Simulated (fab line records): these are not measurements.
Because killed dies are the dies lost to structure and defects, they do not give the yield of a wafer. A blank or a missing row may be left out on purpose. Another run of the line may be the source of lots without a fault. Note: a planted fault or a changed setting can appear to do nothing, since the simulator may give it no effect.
Struck lot and sound lot, side by side | flow nand_harc | 17 out of 1302 route steps
Sound: wafers L516.2, L516.4, L516.5. The struck wafers were L521.2, L521.3, L521.5. The cause is given at the end.
At each step with rows: each side's tool, then ch and its chambers, then its first start. Under that, the readings that differ: sound wafers | struck wafers | difference of the means | sigmas: that difference in standard deviations of wafers without a fault.
alike: same words and numbers on both sides, and readings whose means sit less than 2 such deviations apart. not compared: any withheld reading, any reading some wafer has no value for, any bound like >300 that may hide the same value, and any number with overlapping values for which the record gives no deviation.
A row with sigmas, a row that says differs or no value, or rows on one side alone: a step with any of these is where the two part. Numbers that don't overlap but have no deviation are shown without sigmas and don't part them. Lack of a reading on every wafer of one side parts them only where that side has two or more wafers.

NHARC_P_GATE_CD_MEAS_46 targets a cd of 720 nm.
  sound on cd_sem-02 ch 0, day 8 02:20; struck on cd_sem-02 ch 0, day 10 03:30
  alike: cd_nm
then, 1 step without rows for these wafers: NHARC_P_GATE_HARDBAKE_47 (time 80 s).
NHARC_P_GATE_DESCUM_48: chemistry O2, time 3 s.
  sound on rie_diel-10 ch 0,1,3, day 8 02:30; struck on rie_diel-09 ch 2,3, day 10 03:40
  alike: chamber_pressure_mTorr, drypump_motor_current_A, oes_product_au, rf_vpp_V, showerhead_plenum_p_Torr, throttle_valve_pct
  not compared: rf_hours_counter_h
following that, these wafers have no rows for 1 step: NHARC_P_GATE_IMPLANT_49.
NHARC_P_GATE_STRIP_111: strips in N2/H2, time 250 s.
  sound on plasma_asher-02 ch 0,1, day 8 03:09; struck on plasma_asher-01 ch 0,1, day 10 04:20
  alike: drypump_motor_current_A, heater_power_w
  not compared: rf_hours_counter_h
NHARC_P_GATE_STRIP_75: strips in O2.
  sound on plasma_asher-02 ch 0,1, day 8 03:27; struck on plasma_asher-01 ch 0,1, day 10 04:36
  alike: drypump_motor_current_A, heater_power_w
  not compared: rf_hours_counter_h
then, 6 steps without rows for these wafers: NHARC_P_GATE_STRIP_50 (strips in SPM, time 900 s); NHARC_P_GATE_DEHYDRATE_51 (time 120 s); NHARC_P_GATE_HMDS_52 (time 30 s); NHARC_P_GATE_COAT_53; NHARC_P_GATE_SOFTBAKE_54 (time 95 s); NHARC_P_GATE_EBR_55.
NHARC_P_GATE_EXPOSE_56: exposes mask P PSD, target cd 720 nm.
  sound on krf_scanner-01 ch 0, day 8 04:06; struck on krf_scanner-04 ch 0, day 10 05:18
  reading | sound                   | struck                           | difference | sigmas
  mask    | P_PSD#0 P_PSD#0 P_PSD#0 | P_PSD_R1#0 P_PSD_R1#0 P_PSD_R1#0 | differs    |
then, 2 steps without rows for these wafers: NHARC_P_GATE_PEB_57 (peb time 85 s); NHARC_P_GATE_DEVELOP_58 (time 70 s).
NHARC_P_GATE_CD_MEAS_59 targets a cd of 720 nm.
  sound on cd_sem-02 ch 0, day 8 04:15; struck on cd_sem-03 ch 0
  reading    | sound             | struck            | difference | sigmas
  cd_nm (nm) | 717.8 717.7 716.5 | 711.1 711.3 710.7 | -6.3       | -3
  not compared: hold
-- jump in the record: it breaks off in module P_GATE and resumes in module END (first step shown: number 1302 of the route), and 20 days separate the struck wafers' starts before and after --
NHARC_END_SORT_01:
  at this point the record logs the struck wafers (prober-02 ch 0, day 30 01:26) and has no rows for the sound ones

== WHERE THEY PART ==
Earliest at NHARC_P_GATE_EXPOSE_56; latest, in this record, at NHARC_END_SORT_01.

WHY: the cause the simulator had injected
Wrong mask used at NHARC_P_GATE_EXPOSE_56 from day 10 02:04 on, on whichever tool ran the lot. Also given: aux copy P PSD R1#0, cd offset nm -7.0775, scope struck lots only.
